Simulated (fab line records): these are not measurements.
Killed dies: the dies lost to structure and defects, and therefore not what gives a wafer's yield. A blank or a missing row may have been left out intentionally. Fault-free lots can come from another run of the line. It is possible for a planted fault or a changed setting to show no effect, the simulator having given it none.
fab line records    flow n5_finfet
record: lots: 10  wafers: 30  last_day: 17
route steps=1938 shown BEOL_M4@1110 BEOL_M5@1127 PASSIVATION@1936
lots with no fault: from the same line, run without faults
start_h: the number of hours between the record's first day and the start of the first shown wafer of the lot    wait_h: hours from the lot's prior step to this one    " repeats the value in the row above    L1.1+2: a row that stands for several wafers    - no value present, or no start provided    * or withheld: withheld    < > ~ a bound
route shown NAME@n: names a module that has steps shown in the file, with the first one's number in the route    usual: average and standard deviation across the fault-free wafers    same: alike in all rows    chamber/n: place in a boat    sites: each site's reading    _std_site: standard deviation of those values    _edge_site: the outer-site mean with the inner-site mean subtracted    radius_mm: for every site, how far away it sits from the centre of the wafer    mask NAME#n: copy n    behind: the last tool/chamber to shape the wafer    hold: the reason the lot was held/the length of the hold in hours/how it ended    device: whichever transistor did not switch (one of n, p or np)    end of line: the tests these same wafers got at the end of their route    a step without rows: its recipe alone    killed: dies lost to structure and defects at the first sort, not the wafer's yield    map: the dies of a wafer, with x for killed, . for not killed, _ for no die there
set.NAME: the setting as run; set.NAME@STEP: as run at that earlier step    model.NAME: the simulator's own value behind a step, which no gauge read
steps of the route over a sample of lots; a table a step, a row a wafer
services: a tool's chamber out of use, with start hour (start_h, from the record's first day; less than 0 if before it), hours out, and reason
== steps ==
step: N5_BEOL_M4_INSPECT_59
recipe: inspect_instrument: darkfield  mode: post_dep
usual: raw_defect_count: 70/25
lot.wafer  tool               chamber  start_h  wait_h  raw_defect_count
L969.4     defect_inspect-01  -        169.57   0.0     97
L969.5     "                  -        "        "       88
L969.6     "                  -        "        "       91
L970.2     defect_inspect-01  -        169.61   0.0     28
L970.3     "                  -        "        "       78
L970.5     "                  -        "        "       36
L977.1     defect_inspect-02  -        219.64   0.0     65
L977.4     "                  -        "        "       77
L977.5     "                  -        "        "       33
L975.1     defect_inspect-01  -        221.30   0.0     60
L975.5     "                  -        "        "       95
L975.6     "                  -        "        "       63
L980.3     defect_inspect-02  -        236.01   0.0     47
L980.4     "                  -        "        "       50
L980.5     "                  -        "        "       71
L982.1     defect_inspect-01  -        244.37   0.0     31
L982.2     "                  -        "        "       66
L982.3     "                  -        "        "       39
L984.1     defect_inspect-02  -        268.66   0.0     112
L984.2     "                  -        "        "       60
L984.4     "                  -        "        "       97
L985.3     defect_inspect-01  -        268.89   0.0     63
L985.5     "                  -        "        "       94
L985.6     "                  -        "        "       62
L989.4     defect_inspect-01  -        286.63   0.0     48
L989.5     "                  -        "        "       41
L989.6     "                  -        "        "       61
L992.2     defect_inspect-02  -        302.21   0.0     72
L992.3     "                  -        "        "       60
L992.4     "                  -        "        "       49
step: N5_BEOL_M5_OVL_MEAS_12
recipe: points_per_wafer: 522
usual: M5_OVL: -0.1/0.73
lot.wafer  tool        chamber  start_h  wait_h  M5_OVL[nm]
L970.2     overlay-01  0        173.50   0.0     -0.6
L970.3     "           0        "        "       -0.8
L970.5     "           0        "        "       0.0
L969.4     overlay-02  0        173.56   0.0     -0.6
L969.5     "           0        "        "       -0.8
L969.6     "           0        "        "       -0.8
L977.1     overlay-01  0        222.34   0.0     0.2
L977.4     "           0        "        "       0.2
L977.5     "           0        "        "       0.3
L975.1     overlay-02  0        224.41   0.0     1.2
L975.5     "           0        "        "       0.8
L975.6     "           0        "        "       1.9
L980.3     overlay-01  0        240.41   0.0     0.3
L980.4     "           0        "        "       0.4
L980.5     "           0        "        "       -0.1
L982.1     overlay-02  0        247.08   0.0     -0.2
L982.2     "           0        "        "       0.0
L982.3     "           0        "        "       -0.4
L984.1     overlay-01  0        271.44   0.0     -0.4
L984.2     "           0        "        "       1.0
L984.4     "           0        "        "       0.0
L985.3     overlay-01  0        272.64   0.0     1.2
L985.5     "           0        "        "       -0.9
L985.6     "           0        "        "       -0.5
L989.4     overlay-01  0        290.89   0.0     -0.8
L989.5     "           0        "        "       0.7
L989.6     "           0        "        "       0.6
L992.2     overlay-01  0        308.05   0.0     0.3
L992.3     "           0        "        "       -0.6
L992.4     "           0        "        "       -1.0
step: N5_BEOL_M5_ETCH_62
recipe: chemistry: N2/H2  target: SOC  target_depth_a: 750  overetch_a: 150  mask_material: SiARC  temp_c: 40  time_s: 112.5  ion_energy_ev: 200  pressure_mtorr: 30  source_w: 840  bias_w: 150  n2_flow_sccm: 200  h2_flow_sccm: 200
usual: drypump_motor_current_A: 5.8/0.35  n2_flow_sccm: 200.0/0.64  oes_product_au: 0.62/0.065  rf_vpp_V: 523.3/2.7  showerhead_plenum_p_Torr: 2.52/0.089  throttle_valve_pct: 17.87/0.22
lot.wafer  tool         chamber  start_h  wait_h  drypump_motor_current_A  n2_flow_sccm  oes_product_au  rf_hours_counter_h  rf_vpp_V  showerhead_plenum_p_Torr  throttle_valve_pct
L970.2     rie_diel-01  1        173.67   0.0     5.6                      200.0         0.58            214                 527.2     2.62                      17.94
L970.3     "            2        "        "       6.1                      200.3         0.63            127                 525.2     2.55                      17.98
L970.5     "            1        "        "       5.6                      199.7         0.57            -                   527.0     2.62                      17.93
L969.4     rie_diel-05  1        173.71   0.0     6.1                      198.9         0.58            173                 525.7     2.64                      17.99
L969.5     "            0        "        "       5.9                      200.5         0.68            -                   523.2     2.48                      17.51
L969.6     "            1        "        "       6.1                      200.9         0.59            -                   526.8     2.64                      18.01
L977.1     rie_diel-05  0        222.51   0.0     5.9                      199.8         0.66            67                  522.1     2.47                      17.54
L977.4     "            3        "        "       5.2                      199.7         0.57            208                 520.0     2.42                      18.10
L977.5     "            1        "        "       6.1                      199.7         0.58            -                   527.5     2.64                      18.01
L975.1     rie_diel-05  1        224.61   0.0     6.1                      199.8         0.58            186                 524.8     2.64                      18.02
L975.5     "            3        "        "       5.2                      199.8         0.57            -                   519.7     2.42                      18.10
L975.6     "            2        "        "       6.4                      199.2         0.53            -                   519.9     2.40                      18.32
L980.3     rie_diel-05  0        240.57   0.0     5.9                      199.8         0.66            73                  522.2     2.47                      17.54
L980.4     "            1        "        "       6.1                      200.6         0.58            -                   526.4     2.64                      18.03
L980.5     "            0        "        "       5.9                      201.1         0.66            -                   522.8     2.47                      17.53
L982.1     rie_diel-05  1        247.25   0.0     6.1                      200.0         0.58            193                 527.1     2.63                      18.05
L982.2     "            0        "        "       5.9                      199.0         0.66            75                  520.7     2.47                      17.56
L982.3     "            3        "        "       5.3                      199.5         0.57            216                 518.8     2.42                      18.14
L984.1     rie_diel-06  1        271.61   0.0     6.3                      198.9         0.68            56                  528.1     2.69                      17.80
L984.2     "            3        "        "       6.0                      199.7         0.69            42                  521.7     2.49                      17.77
L984.4     "            3        "        "       6.0                      200.0         0.69            -                   522.7     2.49                      17.74
L985.3     rie_diel-05  3        273.03   0.0     5.2                      200.2         0.56            226                 520.0     2.41                      18.14
L985.5     "            3        "        "       5.2                      198.5         0.55            -                   519.7     2.41                      18.13
L985.6     "            2        "        "       6.4                      199.2         0.73            -                   528.8     2.71                      17.90
L989.4     rie_diel-06  0        291.30   0.0     5.8                      200.0         0.60            155                 519.6     2.44                      17.54
L989.5     "            2        "        "       5.9                      199.1         0.75            -                   522.6     2.50                      17.83
L989.6     "            1        "        "       6.4                      198.9         0.68            -                   528.3     2.69                      17.81
L992.2     rie_diel-01  3        308.33   0.0     5.4                      199.5         0.56            246                 518.3     2.40                      17.98
L992.3     "            0        "        "       5.2                      199.3         0.58            168                 523.5     2.54                      17.84
L992.4     "            1        "        "       5.5                      199.5         0.78            4                   524.2     2.60                      17.55
step: N5_BEOL_M5_COAT_66
recipe: resist: SiARC  temp_c: 220  time_s: 60  spin_rpm: 1500  resist_thk_nm: 12
usual: spin_speed_rpm: 1500.1/1
lot.wafer  tool            chamber  start_h  wait_h  spin_speed_rpm
L970.2     litho_track-01  0        174.16   -       1501.0
L970.3     "               0        "        "       1499.7
L970.5     "               0        "        "       1502.7
L969.4     litho_track-02  0        174.16   -       1500.0
L969.5     "               0        "        "       1500.0
L969.6     "               0        "        "       1500.5
L977.1     litho_track-03  0        223.76   -       1502.0
L977.4     "               0        "        "       1500.9
L977.5     "               0        "        "       1500.6
L975.1     litho_track-02  0        225.40   -       1501.4
L975.5     "               0        "        "       1499.4
L975.6     "               0        "        "       1501.7
L980.3     litho_track-01  0        241.03   -       1500.4
L980.4     "               0        "        "       1499.7
L980.5     "               0        "        "       1500.4
L982.1     litho_track-01  0        248.41   -       1498.8
L982.2     "               0        "        "       1499.1
L982.3     "               0        "        "       1500.3
L984.1     litho_track-02  0        272.00   -       1798.5
L984.2     "               0        "        "       1799.9
L984.4     "               0        "        "       1800.5
L985.3     litho_track-02  0        275.36   -       1800.2
L985.5     "               0        "        "       1798.8
L985.6     "               0        "        "       1798.7
L989.4     litho_track-02  0        291.78   -       1801.0
L989.5     "               0        "        "       1800.8
L989.6     "               0        "        "       1797.9
L992.2     litho_track-01  0        308.77   -       1500.1
L992.3     "               0        "        "       1500.6
L992.4     "               0        "        "       1500.0
step: N5_BEOL_M5_ETCH_67
recipe: chemistry: CF4  target: SiARC  target_depth_a: 156  mask_material: CAR-EUV  time_s: 26  ion_energy_ev: 80  pressure_mtorr: 40  source_w: 545  bias_w: 36  Ar_flow_sccm: 100  cf4_flow_sccm: 100  ends: cleared
usual: drypump_motor_current_A: 5.8/0.36  etch_rf_on_time_s: 26.1/0.35  oes_product_au: 0.67/0.073  rf_vpp_V: 184.0/1.2  showerhead_plenum_p_Torr: 2.13/0.071  throttle_valve_pct: 15.68/0.23
lot.wafer  tool         chamber  start_h  wait_h  drypump_motor_current_A  etch_rf_on_time_s  oes_product_au  rf_hours_counter_h  rf_vpp_V  showerhead_plenum_p_Torr  throttle_valve_pct
L970.2     rie_diel-05  2        174.95   0.0     6.3                      26.5               0.57            232                 183.2     2.02                      16.06
L970.3     "            1        "        "       6.1                      25.8               0.63            174                 186.4     2.22                      15.86
L970.5     "            1        "        "       6.1                      25.9               0.64            -                   184.7     2.22                      15.85
L969.4     rie_diel-01  1        175.20   0.0     5.5                      25.9               0.62            -                   184.8     2.20                      15.81
L969.5     "            2        "        "       6.1                      26.0               0.68            -                   185.8     2.16                      15.90
L969.6     "            0        "        "       5.2                      26.1               0.65            -                   184.4     2.15                      15.53
L977.1     rie_diel-06  3        224.42   0.0     6.0                      25.5               0.77            26                  182.1     2.10                      15.45
L977.4     "            1        "        "       6.3                      25.5               0.77            40                  185.2     2.26                      15.44
L977.5     "            3        "        "       6.0                      25.7               0.77            -                   183.3     2.10                      15.44
L975.1     rie_diel-05  0        225.90   0.0     5.9                      26.7               0.70            68                  185.4     2.09                      15.40
L975.5     "            0        "        "       5.9                      26.5               0.70            -                   184.4     2.09                      15.39
L975.6     "            1        "        "       6.1                      26.4               0.62            -                   184.7     2.22                      15.89
L980.3     rie_diel-01  3        241.60   0.0     5.5                      25.8               0.62            224                 183.3     2.04                      15.76
L980.4     "            0        "        "       5.2                      26.1               0.65            145                 185.9     2.14                      15.56
L980.5     "            1        "        "       5.5                      26.3               0.61            -                   185.6     2.19                      15.84
L982.1     rie_diel-05  0        248.98   0.0     5.9                      26.2               0.69            76                  182.3     2.09                      15.42
L982.2     "            1        "        "       6.1                      26.1               0.61            194                 185.1     2.22                      15.90
L982.3     "            3        "        "       5.2                      26.1               0.60            217                 182.8     2.04                      15.90
L984.1     rie_diel-05  0        272.58   0.0     5.9                      23.9               0.69            84                  183.6     2.09                      15.44
L984.2     "            3        "        "       5.3                      23.9               0.59            225                 183.1     2.03                      15.92
L984.4     "            2        "        "       6.4                      24.0               0.79            6                   185.8     2.27                      15.60
L985.3     rie_diel-01  3        276.79   0.0     5.4                      24.0               0.60            235                 182.6     2.04                      15.78
L985.5     "            3        "        "       5.5                      23.8               0.61            -                   182.4     2.04                      15.79
L985.6     "            2        "        "       6.1                      24.2               0.65            -                   184.9     2.15                      15.97
L989.4     rie_diel-01  3        292.24   0.0     5.4                      23.7               0.60            -                   183.3     2.03                      15.80
L989.5     "            2        "        "       6.1                      24.2               0.64            -                   183.7     2.14                      15.98
L989.6     "            0        "        "       5.2                      24.2               0.63            -                   183.7     2.14                      15.59
L992.2     rie_diel-01  2        309.43   0.0     6.1                      26.4               0.64            173                 183.5     2.14                      15.98
L992.3     "            1        "        "       5.5                      25.5               0.84            5                   185.6     2.19                      15.36
L992.4     "            3        "        "       5.5                      25.9               0.60            247                 182.9     2.03                      15.81
step: N5_PASSIVATION_PROBE_49
usual: defect_limited_yield: 91.3/1.3  killed_at_M0_to_M3: 35/13  killed_at_M4_up: 13/5.2  killed_at_contacts: 12/6.2  killed_at_front_end: 39/9.6  killed_at_other: 3.1/2.6  killed_dies: 102/16  killed_open: 68/13  killed_short: 33/6.9  sort_bin_5_function: 5.1/0.87  sort_bin_6_memory: 3.3/0.67  sort_n_pass: 1078/16  sort_yield_pct: 91.3/1.3
same: gross_dies: 1180  killed_at_back_side: 0  sort_bin_4_leakage[%]: 0  sort_bin_8_speed[%]: 0
lot.wafer  tool       chamber  start_h  wait_h  defect_limited_yield[%]  killed_at_M0_to_M3  killed_at_M4_up  killed_at_contacts  killed_at_front_end  killed_at_other  killed_dies  killed_open  killed_short  sort_bin_5_function[%]  sort_bin_6_memory[%]  sort_n_pass  sort_yield_pct[%]
L980.3     prober-01  -        335.65   0.1     93.4                     31                  4                11                  22                   10               78           50           28            3.4                     2.7                   1102         93.4
L980.4     prober-01  -        335.70   0.2     91.6                     27                  19               9                   30                   14               99           62           36            5.2                     2.9                   1081         91.6
L980.5     prober-01  -        335.75   0.2     90.4                     39                  13               17                  39                   5                113          84           29            5.5                     3.6                   1067         90.4
L982.1     prober-02  -        335.79   0.0     91.0                     35                  13               22                  31                   5                106          65           41            5.1                     3.6                   1074         91.0
L982.2     prober-02  -        335.84   0.1     91.7                     30                  17               7                   44                   0                98           53           41            5.0                     2.5                   1082         91.7
L982.3     prober-02  -        335.89   0.1     91.6                     31                  18               8                   41                   1                99           63           36            5.8                     2.5                   1081         91.6
L984.1     prober-01  -        372.92   0.0     92.5                     20                  4                7                   57                   1                89           53           33            4.4                     2.7                   1091         92.5
L984.2     prober-01  -        372.97   0.1     91.5                     37                  7                16                  37                   3                100          63           35            5.1                     3.3                   1080         91.5
L984.4     prober-01  -        373.07   0.2     93.4                     29                  6                11                  30                   2                78           55           23            4.3                     2.3                   1102         93.4
L985.3     prober-01  -        373.42   0.1     89.4                     45                  17               19                  43                   1                125          83           41            6.3                     4.0                   1055         89.4
L985.5     prober-01  -        373.52   0.2     90.7                     43                  17               5                   43                   2                110          67           41            5.8                     3.2                   1070         90.7
L985.6     prober-01  -        373.57   0.3     90.4                     34                  11               12                  48                   8                113          72           39            5.4                     3.7                   1067         90.4
L989.4     prober-01  -        388.68   0.2     90.1                     34                  22               21                  34                   6                117          73           44            6.0                     3.6                   1063         90.1
L989.5     prober-01  -        388.73   0.2     91.1                     17                  21               17                  50                   0                105          72           33            5.5                     3.2                   1075         91.1
L989.6     prober-01  -        388.78   0.3     92.7                     16                  20               10                  29                   11               86           55           31            4.9                     2.3                   1094         92.7
killed by level:class
L980.3 BEOL_M1:geometric_particle:open=7 MOL_CONTACT_COAG:geometric_particle:open=7 BEOL_M0_SAQP:geometric_particle:open=6 BEOL_M3:geometric_particle:open=6 FIN_SAQP:geometric_particle:short=5 BEOL_M2:geometric_particle:open=5 DUMMY_GATE:geometric_particle:open=4 GATE_CUT:geometric_particle:short=4
L980.4 MOL_CONTACT_COAG:geometric_particle:open=8 BEOL_M3:geometric_particle:open=8 BEOL_M4:geometric_particle:open=8 GATE_CUT:geometric_particle:short=7 FIN_SAQP:geometric_particle:open=6 FIN_SAQP:geometric_particle:short=4 STI_FIN_REVEAL:geometric_particle:open=4 BEOL_M2:geometric_particle:open=4
L980.5 STI_FIN_REVEAL:geometric_particle:open=20 MOL_CONTACT_COAG:geometric_particle:open=17 BEOL_M0_SAQP:geometric_particle:short=11 BEOL_M0_SAQP:geometric_particle:open=9 BEOL_M4:geometric_particle:open=8 FIN_SAQP:geometric_particle:short=5 BEOL_M1:geometric_particle:open=5 BEOL_M2:geometric_particle:open=4
L982.1 MOL_CONTACT_COAG:geometric_particle:open=12 MOL_CONTACT_COAG:geometric_particle:short=10 FIN_SAQP:geometric_particle:short=7 BEOL_M3:geometric_particle:open=6 STI_FIN_REVEAL:geometric_particle:open=5 BEOL_M0_SAQP:geometric_particle:short=5 BEOL_M2:geometric_particle:open=5 BEOL_M4:geometric_particle:open=5
L982.2 FIN_SAQP:geometric_particle:short=12 BEOL_M0_SAQP:geometric_particle:short=11 BEOL_M4:geometric_particle:open=10 FIN_SAQP:geometric_particle:open=8 GATE_CUT:geometric_particle:short=6 MOL_CONTACT_COAG:geometric_particle:open=6 BEOL_M0_SAQP:geometric_particle:open=5 DUMMY_GATE:geometric_particle:open=4
L982.3 FIN_SAQP:geometric_particle:open=14 BEOL_M0_SAQP:geometric_particle:open=10 FIN_SAQP:geometric_particle:short=9 BEOL_M0_SAQP:geometric_particle:short=8 STI_FIN_REVEAL:geometric_particle:open=6 BEOL_M4:geometric_particle:open=6 MOL_CONTACT_COAG:geometric_particle:open=5 BEOL_M3:geometric_particle:open=4
L984.1 FIN_SAQP:geometric_particle:open=18 FIN_SAQP:geometric_particle:short=13 BEOL_M2:geometric_particle:open=9 MOL_CONTACT_COAG:geometric_particle:open=5 GATE_CUT:geometric_particle:open=4 STARTING-WAFER:geometric_particle:short=4 ILD0:geometric_particle:short=3 GATE_CUT:geometric_particle:short=3
L984.2 BEOL_M3:geometric_particle:open=16 FIN_SAQP:geometric_particle:open=14 MOL_CONTACT_COAG:geometric_particle:open=11 FIN_SAQP:geometric_particle:short=7 BEOL_M3:geometric_particle:short=7 STI_FIN_REVEAL:geometric_particle:open=5 MOL_CONTACT_COAG:geometric_particle:short=5 STARTING-WAFER:geometric_particle:short=5
L984.4 FIN_SAQP:geometric_particle:open=11 BEOL_M2:geometric_particle:open=10 FIN_SAQP:geometric_particle:short=9 MOL_CONTACT_COAG:geometric_particle:open=7 BEOL_M0_SAQP:geometric_particle:open=6 STI_FIN_REVEAL:geometric_particle:open=4 MOL_CONTACT_COAG:geometric_particle:short=4 BEOL_M3:geometric_particle:open=4
L985.3 MOL_CONTACT_COAG:geometric_particle:open=14 STI_FIN_REVEAL:geometric_particle:open=13 BEOL_M2:geometric_particle:open=12 BEOL_M0_SAQP:geometric_particle:open=9 DUMMY_GATE:geometric_particle:open=8 BEOL_M0_SAQP:geometric_particle:short=8 FIN_SAQP:geometric_particle:short=5 MOL_CONTACT_COAG:geometric_particle:short=5
L985.5 BEOL_M0_SAQP:geometric_particle:short=11 BEOL_M2:geometric_particle:open=10 BEOL_M0_SAQP:geometric_particle:open=9 FIN_SAQP:geometric_particle:open=8 STI_FIN_REVEAL:geometric_particle:open=6 FIN_SAQP:geometric_particle:short=5 DUMMY_GATE:geometric_particle:open=5 BEOL_M4:geometric_particle:open=5
L985.6 FIN_SAQP:geometric_particle:open=11 BEOL_M2:geometric_particle:open=11 MOL_CONTACT_COAG:geometric_particle:open=9 STI_FIN_REVEAL:geometric_particle:open=8 GATE_CUT:geometric_particle:short=7 FIN_SAQP:geometric_particle:short=6 BEOL_M0_SAQP:geometric_particle:open=6 DUMMY_GATE:geometric_particle:open=5
L989.4 MOL_CONTACT_COAG:geometric_particle:open=14 BEOL_M4:geometric_particle:open=10 FIN_SAQP:geometric_particle:open=9 GATE_CUT:geometric_particle:short=7 MOL_CONTACT_COAG:geometric_particle:short=7 BEOL_M0_SAQP:geometric_particle:short=7 BEOL_M3:geometric_particle:open=7 STI_FIN_REVEAL:geometric_particle:open=4
L989.5 MOL_CONTACT_COAG:geometric_particle:open=16 FIN_SAQP:geometric_particle:short=13 BEOL_M4:geometric_particle:open=10 FIN_SAQP:geometric_particle:open=8 ILD0:geometric_particle:open=6 GATE_CUT:geometric_particle:short=6 BEOL_M0_SAQP:geometric_particle:open=6 BEOL_M0:geometric_particle:open=6
L989.6 BEOL_M4:geometric_particle:open=10 STI_FIN_REVEAL:geometric_particle:open=6 MOL_CONTACT_COAG:geometric_particle:open=6 BEOL_M0_SAQP:geometric_particle:short=5 FIN_SAQP:geometric_particle:open=4 MOL_CONTACT_COAG:geometric_particle:short=4 GATE_CUT:geometric_particle:short=4 DUMMY_GATE:geometric_particle:open=3
== services ==
tool            chamber  start_h  hours  kind
rie_diel-05     2        154.96   3.7    repair
rie_diel-01     3        156.15   22.7   repair
rie_diel-06     2        158.83   4.2    repair
litho_track-03  -        175.21   -      consumable_replace:filter
rie_diel-06     1        212.61   5.3    repair
rie_diel-05     2        235.25   4.6    repair
rie_diel-05     2        240.09   -      clean
rie_diel-05     2        240.09   -      consumable_replace:focus_ring
rie_diel-05     2        240.09   -      consumable_replace:showerhead
rie_diel-05     2        240.09   13.4   scheduled_down
rie_diel-05     2        240.09   13.4   vent_cycle
rie_diel-06     2        246.36   -      clean
rie_diel-06     2        246.36   -      consumable_replace:focus_ring
litho_track-02  -        272.13   -      consumable_replace:filter
rie_diel-01     1        274.03   -      clean
rie_diel-01     1        274.03   -      consumable_replace:focus_ring
rie_diel-01     1        274.03   22.8   scheduled_down
rie_diel-01     1        274.03   22.8   vent_cycle
== key ==
first_sign: step: N5_BEOL_M5_COAT_66  reading: spin_speed_rpm  direction: up  sigmas: 99+  usual: *  struck: *
effect: step: N5_BEOL_M5_ETCH_67  reading: etch_rf_on_time_s  direction: down  sigmas: 6  usual: *  struck: *
met_at N5_BEOL_M5_COAT_66
struck_lots L984,L985,L989
not_acting_at N5_BEOL_M4_INSPECT_59,N5_BEOL_M5_OVL_MEAS_12,N5_BEOL_M5_ETCH_62
onset_between 225.40 272.00
fault: kind: process_parameter_drift  tool: litho_track-02  chamber: -  onset_h: 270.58  steps: N5_BEOL_M5_COAT_66  channel: spin_rpm  offset: *  shape: step  end_h: 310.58  acts_in: *  stated: *
